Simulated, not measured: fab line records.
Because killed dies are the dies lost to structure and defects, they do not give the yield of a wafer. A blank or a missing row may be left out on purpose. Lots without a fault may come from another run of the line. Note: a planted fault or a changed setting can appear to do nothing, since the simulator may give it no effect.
fab line records	flow n5Finfet
record: lots: 24	wafers: 72	lastDay: 19
route steps=1938 shown BEOL_M9@1469 BEOL_M10@1483 BEOL_M11@1538
lots with no fault: from the same line, run without faults
startH: hours from the record's first day to the start of the lot's first wafer shown	waitH: time in hours since the lot's previous step	" identical to the entry in the row above	L1.1+2: a single row standing in for several wafers	- no value present, or no start provided	* or withheld: withheld	< > ~ a bound
route shown NAME@n: a module of which the file shows steps, and the number in the route of the first	usual: mean/standard deviation taken from wafers without a fault	same: alike in all rows	chamber/n: place in a boat	sites: each site's reading	_std_site: the values' standard deviation	_edge_site: outer sites' mean less inner sites'	radiusMm: for every site, how far away it sits from the centre of the wafer	mask NAME#n: copy n	behind: tool/chamber where the wafer was last shaped	hold: the reason the lot was held/the length of the hold in hours/how it ended	device: whichever transistor did not switch (one of n, p or np)	end of line: the same wafers' tests at the end of the route	a step given without rows: its recipe and nothing more	killed: dies that structure and defects cost at the first sort, which is not the same as the wafer's yield	map: a wafer's dies, x killed, . not, _ none there
set.NAME: the run value of the setting; set.NAME@STEP: its run value at that earlier step	model.NAME: the simulator's own value behind a step, which no gauge read
the route's steps for a sample of lots (tables are steps, rows are wafers)
services: a tool's chamber out of use, with start hour (startH, from the record's first day; less than 0 if before it), hours out, and reason
== steps ==
step: N5_BEOL_M9_INSPECT_58
recipe: inspectInstrument: darkfield	mode: postDep
usual: rawDefectCount: 70/20
lot.wafer	tool	chamber	startH	waitH	rawDefectCount
L076.2	defectInspect-01	-	226.32	0.0	47
L076.5	"	-	"	"	69
L076.6	"	-	"	"	77
L074.2	defectInspect-01	-	227.17	0.0	34
L074.3	"	-	"	"	39
L074.6	"	-	"	"	72
L075.1	defectInspect-01	-	238.24	0.0	60
L075.2	"	-	"	"	46
L075.5	"	-	"	"	47
L077.1	defectInspect-02	-	251.88	0.0	58
L077.5	"	-	"	"	91
L077.6	"	-	"	"	100
L078.1	defectInspect-01	-	252.68	0.0	57
L078.3	"	-	"	"	52
L078.6	"	-	"	"	110
L079.3	defectInspect-02	-	252.97	0.0	63
L079.4	"	-	"	"	65
L079.6	"	-	"	"	87
L081.2	defectInspect-01	-	259.87	0.0	78
L081.4	"	-	"	"	81
L081.5	"	-	"	"	107
L080.3	defectInspect-02	-	260.37	0.0	68
L080.4	"	-	"	"	110
L080.5	"	-	"	"	111
L082.1	defectInspect-02	-	262.30	0.0	65
L082.2	"	-	"	"	56
L082.5	"	-	"	"	76
L083.3	defectInspect-01	-	273.01	0.0	55
L083.5	"	-	"	"	100
L083.6	"	-	"	"	70
L085.3	defectInspect-02	-	281.89	0.0	95
L085.4	"	-	"	"	101
L085.5	"	-	"	"	126
L084.2	defectInspect-01	-	283.99	0.0	54
L084.4	"	-	"	"	72
L084.6	"	-	"	"	69
L087.1	defectInspect-01	-	303.58	0.0	90
L087.2	"	-	"	"	89
L087.3	"	-	"	"	68
L089.1	defectInspect-02	-	314.43	0.0	75
L089.2	"	-	"	"	81
L089.3	"	-	"	"	59
L088.1	defectInspect-01	-	319.31	0.0	70
L088.4	"	-	"	"	37
L088.6	"	-	"	"	63
L086.3	defectInspect-01	-	319.70	0.0	58
L086.4	"	-	"	"	72
L086.6	"	-	"	"	65
L090.3	defectInspect-02	-	326.52	0.0	62
L090.4	"	-	"	"	42
L090.6	"	-	"	"	51
L093.1	defectInspect-02	-	354.16	0.0	80
L093.5	"	-	"	"	68
L093.6	"	-	"	"	69
L091.2	defectInspect-02	-	354.74	0.0	65
L091.4	"	-	"	"	97
L091.6	"	-	"	"	75
L092.4	defectInspect-01	-	359.28	0.0	43
L092.5	"	-	"	"	43
L092.6	"	-	"	"	88
L094.2	defectInspect-02	-	361.86	0.0	73
L094.3	"	-	"	"	72
L094.6	"	-	"	"	73
L095.2	defectInspect-01	-	383.04	0.0	82
L095.3	"	-	"	"	56
L095.4	"	-	"	"	59
L096.1	defectInspect-02	-	383.20	0.0	65
L096.3	"	-	"	"	76
L096.5	"	-	"	"	56
L097.1	defectInspect-01	-	385.14	0.0	46
L097.2	"	-	"	"	96
L097.3	"	-	"	"	78
step: N5_BEOL_M10_CD_MEAS_11
recipe: targetCdNm: 64.1	landingEnergyEv: 500	detector: seInlens	polarity: opening
usual: cdNm: 64.0/0.61
lot.wafer	tool	chamber	startH	waitH	cdNm
L076.2	cdSem-02	0	228.48	-	64.9
L076.5	"	0	"	"	64.8
L076.6	"	0	"	"	63.8
L074.2	cdSem-03	0	230.08	-	64.2
L074.3	"	0	"	"	63.8
L074.6	"	0	"	"	64.1
L075.1	cdSem-01	0	240.10	-	62.9
L075.2	"	0	"	"	63.4
L075.5	"	0	"	"	63.0
L077.1	cdSem-03	0	253.04	-	64.5
L077.5	"	0	"	"	63.9
L077.6	"	0	"	"	63.6
L078.1	cdSem-02	0	253.88	-	62.6
L078.3	"	0	"	"	63.4
L078.6	"	0	"	"	63.8
L079.3	cdSem-01	0	254.21	-	63.1
L079.4	"	0	"	"	62.8
L079.6	"	0	"	"	63.9
L081.2	cdSem-02	0	261.14	-	63.1
L081.4	"	0	"	"	64.2
L081.5	"	0	"	"	64.0
L080.3	cdSem-01	0	261.47	-	64.3
L080.4	"	0	"	"	63.6
L080.5	"	0	"	"	64.8
L082.1	cdSem-03	0	265.20	-	64.8
L082.2	"	0	"	"	64.2
L082.5	"	0	"	"	65.0
L083.3	cdSem-01	0	279.34	-	64.3
L083.5	"	0	"	"	64.3
L083.6	"	0	"	"	64.4
L085.3	cdSem-03	0	284.28	-	64.8
L085.4	"	0	"	"	64.4
L085.5	"	0	"	"	63.7
L084.2	cdSem-03	0	286.77	-	64.4
L084.4	"	0	"	"	63.5
L084.6	"	0	"	"	63.6
L087.1	cdSem-03	0	304.77	-	64.0
L087.2	"	0	"	"	63.3
L087.3	"	0	"	"	64.4
L089.1	cdSem-02	0	316.59	-	64.5
L089.2	"	0	"	"	64.9
L089.3	"	0	"	"	64.9
L088.1	cdSem-03	0	321.37	-	64.5
L088.4	"	0	"	"	64.1
L088.6	"	0	"	"	64.7
L086.3	cdSem-02	0	322.18	-	63.1
L086.4	"	0	"	"	63.8
L086.6	"	0	"	"	63.6
L090.3	cdSem-02	0	328.90	-	64.5
L090.4	"	0	"	"	63.7
L090.6	"	0	"	"	64.6
L093.1	cdSem-03	0	357.22	-	62.5
L093.5	"	0	"	"	63.3
L093.6	"	0	"	"	62.3
L091.2	cdSem-02	0	357.70	-	64.1
L091.4	"	0	"	"	64.8
L091.6	"	0	"	"	64.1
L092.4	cdSem-01	0	360.78	-	63.3
L092.5	"	0	"	"	64.0
L092.6	"	0	"	"	63.9
L094.2	cdSem-02	0	363.90	-	63.4
L094.3	"	0	"	"	64.3
L094.6	"	0	"	"	63.0
L095.2	cdSem-01	0	384.26	-	63.8
L095.3	"	0	"	"	64.4
L095.4	"	0	"	"	64.6
L096.1	cdSem-02	0	384.44	-	65.0
L096.3	"	0	"	"	64.7
L096.5	"	0	"	"	64.0
L097.1	cdSem-01	0	387.86	-	64.1
L097.2	"	0	"	"	64.4
L097.3	"	0	"	"	64.6
step: N5_BEOL_M10_OVL_MEAS_12
recipe: pointsPerWafer: 44
usual: M10_OVL: -0.4/0.76
lot.wafer	tool	chamber	startH	waitH	M10_OVL[nm]
L076.2	overlay-02	0	228.51	0.0	0.2
L076.5	"	0	"	"	-0.7
L076.6	"	0	"	"	-1.0
L074.2	overlay-01	0	230.11	0.0	-0.5
L074.3	"	0	"	"	-1.1
L074.6	"	0	"	"	-0.5
L075.1	overlay-02	0	240.13	0.0	0.0
L075.2	"	0	"	"	-0.6
L075.5	"	0	"	"	-0.1
L077.1	overlay-02	0	253.07	0.0	-1.8
L077.5	"	0	"	"	-1.2
L077.6	"	0	"	"	-0.8
L078.1	overlay-01	0	253.91	0.0	-0.2
L078.3	"	0	"	"	-0.4
L078.6	"	0	"	"	-0.6
L079.3	overlay-01	0	254.24	0.0	0.9
L079.4	"	0	"	"	0.3
L079.6	"	0	"	"	-0.1
L081.2	overlay-02	0	261.17	0.0	0.4
L081.4	"	0	"	"	-0.8
L081.5	"	0	"	"	-0.2
L080.3	overlay-01	0	261.50	0.0	0.5
L080.4	"	0	"	"	0.2
L080.5	"	0	"	"	0.7
L082.1	overlay-01	0	265.23	0.0	-2.0
L082.2	"	0	"	"	-0.1
L082.5	"	0	"	"	-0.9
L083.3	overlay-01	0	279.37	0.0	-0.8
L083.5	"	0	"	"	-1.8
L083.6	"	0	"	"	-1.4
L085.3	overlay-02	0	284.31	0.0	0.3
L085.4	"	0	"	"	0.4
L085.5	"	0	"	"	0.7
L084.2	overlay-02	0	286.80	0.0	0.1
L084.4	"	0	"	"	-0.1
L084.6	"	0	"	"	0.2
L087.1	overlay-02	0	304.80	0.0	-3.0
L087.2	"	0	"	"	-0.1
L087.3	"	0	"	"	-2.2
L089.1	overlay-02	0	316.62	0.0	-0.5
L089.2	"	0	"	"	-1.9
L089.3	"	0	"	"	-0.8
L088.1	overlay-02	0	321.40	0.0	-1.0
L088.4	"	0	"	"	-0.9
L088.6	"	0	"	"	-0.7
L086.3	overlay-01	0	322.21	0.0	0.6
L086.4	"	0	"	"	0.5
L086.6	"	0	"	"	-0.6
L090.3	overlay-01	0	328.93	0.0	-0.8
L090.4	"	0	"	"	-1.1
L090.6	"	0	"	"	-0.3
L093.1	overlay-01	0	357.25	0.0	-0.7
L093.5	"	0	"	"	-1.4
L093.6	"	0	"	"	0.6
L091.2	overlay-02	0	357.73	0.0	-0.8
L091.4	"	0	"	"	-0.3
L091.6	"	0	"	"	0.5
L092.4	overlay-02	0	360.81	0.0	0.0
L092.5	"	0	"	"	0.7
L092.6	"	0	"	"	0.6
L094.2	overlay-02	0	363.93	0.0	-0.5
L094.3	"	0	"	"	-1.2
L094.6	"	0	"	"	-0.9
L095.2	overlay-02	0	384.29	0.0	-0.1
L095.3	"	0	"	"	-1.1
L095.4	"	0	"	"	-1.0
L096.1	overlay-02	0	384.47	0.0	-0.4
L096.3	"	0	"	"	0.4
L096.5	"	0	"	"	-0.2
L097.1	overlay-01	0	387.89	0.0	0.8
L097.2	"	0	"	"	-0.5
L097.3	"	0	"	"	-0.5
step: N5_BEOL_M10_HM_OPEN_17
recipe: chemistry: Cl2/BCl3	targetDepthA: 200	overetchA: 60	target: TiN	maskMaterial: SOC	ionEnergyEv: 150	pressureMtorr: 10	icpW: 1000	biasW: 126	Cl2_flow_sccm: 53.25	bcl3FlowSccm: 21.75	Ar_flow_sccm: 25
usual: bcl3FlowSccm: 21.74/0.059	drypumpMotorCurrentA: 5.4/0.35	heBacksideLeakSccm: 3.28/0.14	oesProductAu: 0.65/0.073	throttleValvePct: 22.30/0.27
lot.wafer	tool	chamber	startH	waitH	bcl3FlowSccm	drypumpMotorCurrentA	heBacksideLeakSccm	oesProductAu	rfHoursCounterH	throttleValvePct
L076.2	rieMetal-02	0	229.18	0.1	21.73	5.2	3.59	0.77	-	21.92
L076.5	"	0	"	"	21.87	5.2	3.39	0.77	-	21.93
L076.6	"	0	"	"	21.70	5.2	3.47	0.76	-	21.94
L074.2	rieMetal-01	0	230.43	0.0	21.69	5.1	3.24	0.68	37	22.18
L074.3	"	1	"	"	21.69	6.0	3.20	0.59	-	22.74
L074.6	"	0	"	"	21.64	5.1	3.17	0.68	-	22.19
L075.1	rieMetal-01	0	240.69	0.0	21.66	5.1	3.22	0.68	38	22.19
L075.2	"	1	"	"	21.73	6.0	3.32	0.58	91	22.75
L075.5	"	0	"	"	21.69	5.1	3.25	0.68	-	22.17
L077.1	rieMetal-01	0	253.70	0.0	21.71	5.1	3.18	0.68	39	22.18
L077.5	"	0	"	"	21.75	5.1	3.18	0.68	-	22.18
L077.6	"	1	"	"	21.71	6.0	3.20	0.59	-	22.76
L078.1	rieMetal-02	0	254.45	0.0	21.70	5.2	3.44	0.75	16	21.96
L078.3	"	0	"	"	21.75	5.2	3.40	0.73	-	21.96
L078.6	"	0	"	"	21.62	5.2	3.41	0.75	-	21.94
L079.3	rieMetal-01	0	254.92	0.1	21.80	5.2	3.22	0.67	-	22.21
L079.4	"	1	"	"	21.78	6.0	3.16	0.57	-	22.77
L079.6	"	1	"	"	21.79	6.0	3.19	0.57	-	22.77
L081.2	rieMetal-02	0	261.50	0.0	21.81	5.2	3.34	0.74	17	21.94
L081.4	"	1	"	"	21.68	5.2	3.52	0.53	-	22.44
L081.5	"	1	"	"	21.75	5.2	3.38	0.54	-	22.43
L080.3	rieMetal-03	0	261.86	0.1	21.73	5.1	3.45	0.59	-	22.24
L080.4	"	1	"	"	21.75	5.7	3.18	0.70	-	22.39
L080.5	"	1	"	"	21.72	5.7	3.20	0.70	-	22.38
L082.1	rieMetal-01	0	265.65	0.0	21.76	5.1	3.06	0.67	40	22.21
L082.2	"	1	"	"	21.65	6.0	3.20	0.57	94	22.77
L082.5	"	1	"	"	21.79	6.0	3.16	0.58	-	22.76
L083.3	rieMetal-02	0	279.76	0.1	21.74	5.2	3.47	0.74	-	21.95
L083.5	"	0	"	"	21.84	5.2	3.57	0.74	-	21.97
L083.6	"	0	"	"	21.81	5.2	3.48	0.73	-	21.93
L085.3	rieMetal-03	0	284.69	0.1	21.71	5.1	3.34	0.59	-	22.22
L085.4	"	1	"	"	21.74	5.7	3.21	0.69	-	22.38
L085.5	"	0	"	"	21.70	5.1	3.44	0.59	-	22.22
L084.2	rieMetal-02	1	287.13	0.0	21.77	5.2	3.35	0.83	1	21.92
L084.4	"	0	"	"	21.77	5.2	3.25	0.74	-	21.95
L084.6	"	1	"	"	21.81	5.2	3.27	0.84	-	21.90
L087.1	rieMetal-01	0	305.16	0.0	21.67	5.1	3.22	0.66	43	22.21
L087.2	"	1	"	"	21.69	6.0	3.14	0.56	97	22.77
L087.3	"	1	"	"	21.71	6.0	3.20	0.56	-	22.78
L089.1	rieMetal-03	0	317.13	0.0	21.74	5.1	3.40	0.58	91	22.23
L089.2	"	1	"	"	21.78	5.7	3.24	0.69	33	22.40
L089.3	"	1	"	"	21.84	5.8	3.32	0.69	-	22.38
L088.1	rieMetal-01	0	321.73	0.0	21.70	5.1	2.99	0.66	44	22.21
L088.4	"	0	"	"	21.74	5.1	3.25	0.66	-	22.21
L088.6	"	1	"	"	21.81	6.0	3.24	0.56	-	22.75
L086.3	rieMetal-03	1	322.57	0.1	21.71	5.7	3.41	0.70	-	22.36
L086.4	"	0	"	"	21.76	5.1	3.33	0.59	-	22.24
L086.6	"	0	"	"	21.75	5.1	3.39	0.59	-	22.22
L090.3	rieMetal-03	0	329.29	0.1	21.77	5.1	3.42	0.58	-	22.24
L090.4	"	1	"	"	21.90	5.7	3.28	0.69	-	22.40
L090.6	"	1	"	"	21.80	5.7	3.33	0.69	-	22.39
L093.1	rieMetal-01	1	357.58	0.0	21.74	6.0	3.27	0.56	102	22.77
L093.5	"	1	"	"	21.74	6.0	3.21	0.56	-	22.79
L093.6	"	0	"	"	21.69	5.1	3.16	0.67	-	22.21
L091.2	rieMetal-01	0	358.12	0.0	21.70	5.1	3.45	0.66	47	22.23
L091.4	"	1	"	"	21.86	6.0	3.14	0.56	-	22.79
L091.6	"	0	"	"	21.76	5.1	3.28	0.66	-	22.22
L092.4	rieMetal-03	0	361.18	0.1	21.69	5.1	3.41	0.57	-	22.26
L092.5	"	1	"	"	21.64	5.7	3.20	0.67	-	22.40
L092.6	"	0	"	"	21.69	5.1	3.42	0.58	-	22.24
L094.2	rieMetal-03	0	364.26	0.0	21.78	5.1	3.40	0.58	94	22.25
L094.3	"	1	"	"	21.73	5.7	3.11	0.68	-	22.40
L094.6	"	0	"	"	21.74	5.1	3.47	0.58	-	22.26
L095.2	rieMetal-02	1	384.62	0.0	21.78	5.2	2.94	0.76	11	21.94
L095.3	"	1	"	"	21.62	5.1	3.09	0.76	-	21.91
L095.4	"	0	"	"	21.66	5.2	3.48	0.71	-	21.97
L096.1	rieMetal-03	1	384.80	0.0	21.70	5.7	3.15	0.68	38	22.40
L096.3	"	0	"	"	21.74	5.1	3.29	0.58	-	22.24
L096.5	"	1	"	"	21.76	5.7	3.17	0.67	-	22.40
L097.1	rieMetal-01	0	388.22	0.0	21.71	5.1	3.18	0.64	52	22.25
L097.2	"	0	"	"	21.78	5.1	3.17	0.65	-	22.23
L097.3	"	0	"	"	21.75	5.1	3.31	0.65	-	22.24
step: N5_BEOL_M10_SPUTTER_48
recipe: material: Cu	targetThkA: 120	tempC: -20	biasV: 60	powerW: 26000	chamberPressurePa: 0.13	timeS: 2
usual: throttleValvePct: 30.4/1.2
lot.wafer	tool	chamber	startH	waitH	throttleValvePct
L076.2	pvdSputter-01	-	239.63	0.1	31.6
L076.5	"	-	"	"	29.9
L076.6	"	-	"	"	31.1
L074.2	pvdSputter-02	-	239.83	0.1	29.0
L074.3	"	-	"	"	29.1
L074.6	"	-	"	"	29.2
L075.1	pvdSputter-01	-	245.07	0.3	31.1
L075.2	"	-	"	"	31.1
L075.5	"	-	"	"	31.2
L077.1	pvdSputter-02	-	256.20	0.1	29.3
L077.5	"	-	"	"	29.7
L077.6	"	-	"	"	28.9
L078.1	pvdSputter-01	-	256.99	0.1	31.3
L078.3	"	-	"	"	31.7
L078.6	"	-	"	"	31.2
L079.3	pvdSputter-02	-	257.54	0.1	29.6
L079.4	"	-	"	"	28.8
L079.6	"	-	"	"	28.7
L081.2	pvdSputter-01	-	265.76	0.1	29.7
L081.4	"	-	"	"	31.3
L081.5	"	-	"	"	31.2
L080.3	pvdSputter-03	-	267.97	0.1	31.1
L080.4	"	-	"	"	29.6
L080.5	"	-	"	"	29.5
L082.1	pvdSputter-02	-	269.96	0.3	28.5
L082.2	"	-	"	"	29.7
L082.5	"	-	"	"	28.6
L083.3	pvdSputter-02	-	282.73	0.1	28.5
L083.5	"	-	"	"	29.6
L083.6	"	-	"	"	29.4
L084.2	pvdSputter-03	-	290.19	0.1	31.1
L084.4	"	-	"	"	29.4
L084.6	"	-	"	"	29.8
L085.3	pvdSputter-03	-	290.87	0.1	29.5
L085.4	"	-	"	"	32.8
L085.5	"	-	"	"	31.2
L087.1	pvdSputter-01	-	308.37	0.1	31.2
L087.2	"	-	"	"	31.1
L087.3	"	-	"	"	30.2
L089.1	pvdSputter-02	-	320.82	0.1	28.6
L089.2	"	-	"	"	29.6
L089.3	"	-	"	"	28.9
L088.1	pvdSputter-03	-	326.12	0.3	29.3
L088.4	"	-	"	"	32.6
L088.6	"	-	"	"	31.0
L086.3	pvdSputter-01	-	327.26	0.8	30.2
L086.4	"	-	"	"	31.5
L086.6	"	-	"	"	31.2
L090.3	pvdSputter-02	-	333.14	0.4	28.7
L090.4	"	-	"	"	28.8
L090.6	"	-	"	"	29.1
L091.2	pvdSputter-01	-	362.88	1.5	30.0
L091.4	"	-	"	"	30.8
L091.6	"	-	"	"	31.4
L093.1	pvdSputter-03	-	363.79	0.1	31.0
L093.5	"	-	"	"	32.9
L093.6	"	-	"	"	29.4
L092.4	pvdSputter-01	-	364.24	0.1	30.2
L092.5	"	-	"	"	31.2
L092.6	"	-	"	"	31.5
L094.2	pvdSputter-03	-	368.45	0.2	29.2
L094.3	"	-	"	"	30.9
L094.6	"	-	"	"	30.2
L095.2	pvdSputter-03	-	388.95	0.3	32.6
L095.3	"	-	"	"	30.3
L095.4	"	-	"	"	29.6
L096.1	pvdSputter-03	-	389.19	0.2	30.7
L096.3	"	-	"	"	31.3
L096.5	"	-	"	"	31.1
L097.1	pvdSputter-03	-	391.29	0.1	29.9
L097.2	"	-	"	"	30.1
L097.3	"	-	"	"	31.0
step: N5_BEOL_M11_THK_MEAS_01
recipe: reads: SiCOH_lowk_of_BEOL_M11_ILD_DEP_00
usual: M11_ILD_THK: 267/3.7
lot.wafer	tool	chamber	startH	waitH	M11_ILD_THK[nm]
L076.2	filmMetro-01	-	241.48	0.4	263
L076.5	"	-	"	"	269
L076.6	"	-	"	"	267
L074.2	filmMetro-02	-	241.58	0.4	270
L074.3	"	-	"	"	271
L074.6	"	-	"	"	278
L075.1	filmMetro-02	-	246.67	0.4	264
L075.2	"	-	"	"	265
L075.5	"	-	"	"	267
L077.1	filmMetro-02	-	258.51	0.4	263
L077.5	"	-	"	"	272
L077.6	"	-	"	"	272
L078.1	filmMetro-02	-	259.07	0.4	263
L078.3	"	-	"	"	263
L078.6	"	-	"	"	268
L079.3	filmMetro-02	-	259.29	0.3	265
L079.4	"	-	"	"	266
L079.6	"	-	"	"	275
L081.2	filmMetro-02	-	268.19	0.4	265
L081.4	"	-	"	"	266
L081.5	"	-	"	"	268
L080.3	filmMetro-01	-	269.96	0.3	262
L080.4	"	-	"	"	264
L080.5	"	-	"	"	263
L082.1	filmMetro-02	-	272.27	0.8	263
L082.2	"	-	"	"	268
L082.5	"	-	"	"	266
L083.3	filmMetro-02	-	284.82	0.5	261
L083.5	"	-	"	"	268
L083.6	"	-	"	"	266
L084.2	filmMetro-01	-	292.28	0.7	263
L084.4	"	-	"	"	268
L084.6	"	-	"	"	266
L085.3	filmMetro-02	-	294.44	0.5	260
L085.4	"	-	"	"	268
L085.5	"	-	"	"	268
L087.1	filmMetro-01	-	310.00	0.4	268
L087.2	"	-	"	"	265
L087.3	"	-	"	"	272
L089.1	filmMetro-02	-	322.43	0.4	267
L089.2	"	-	"	"	259
L089.3	"	-	"	"	264
L088.1	filmMetro-02	-	328.00	0.4	268
L088.4	"	-	"	"	275
L088.6	"	-	"	"	272
L086.3	filmMetro-02	-	328.87	0.3	266
L086.4	"	-	"	"	274
L086.6	"	-	"	"	270
L090.3	filmMetro-01	-	335.01	0.3	265
L090.4	"	-	"	"	269
L090.6	"	-	"	"	269
L091.2	filmMetro-02	-	364.57	0.4	267
L091.4	"	-	"	"	270
L091.6	"	-	"	"	271
L093.1	filmMetro-02	-	365.75	0.4	267
L093.5	"	-	"	"	270
L093.6	"	-	"	"	269
L092.4	filmMetro-01	-	366.30	0.2	270
L092.5	"	-	"	"	269
L092.6	"	-	"	"	270
L094.2	filmMetro-02	-	370.34	0.4	262
L094.3	"	-	"	"	261
L094.6	"	-	"	"	266
L095.2	filmMetro-01	-	390.90	0.4	263
L095.3	"	-	"	"	271
L095.4	"	-	"	"	276
L096.1	filmMetro-02	-	391.67	0.4	264
L096.3	"	-	"	"	270
L096.5	"	-	"	"	270
L097.1	filmMetro-01	-	392.90	0.4	262
L097.2	"	-	"	"	264
L097.3	"	-	"	"	264
== services ==
tool	chamber	startH	hours	kind
rieMetal-02	1	263.17	-	clean
pvdSputter-03	-	294.50	0.8	repair
rieMetal-01	0	295.29	6.3	repair
rieMetal-02	-	308.24	2.8	pm
rieMetal-02	0	311.09	7.3	repair
rieMetal-01	-	326.54	1.4	pm
rieMetal-02	-	334.54	0.1	repair
rieMetal-01	-	340.17	2.8	pm
rieMetal-01	1	362.78	-	clean
rieMetal-01	1	362.78	31.1	scheduledDown
rieMetal-01	1	362.78	31.1	ventCycle
pvdSputter-03	-	376.74	2.5	repair
== key ==
fault none
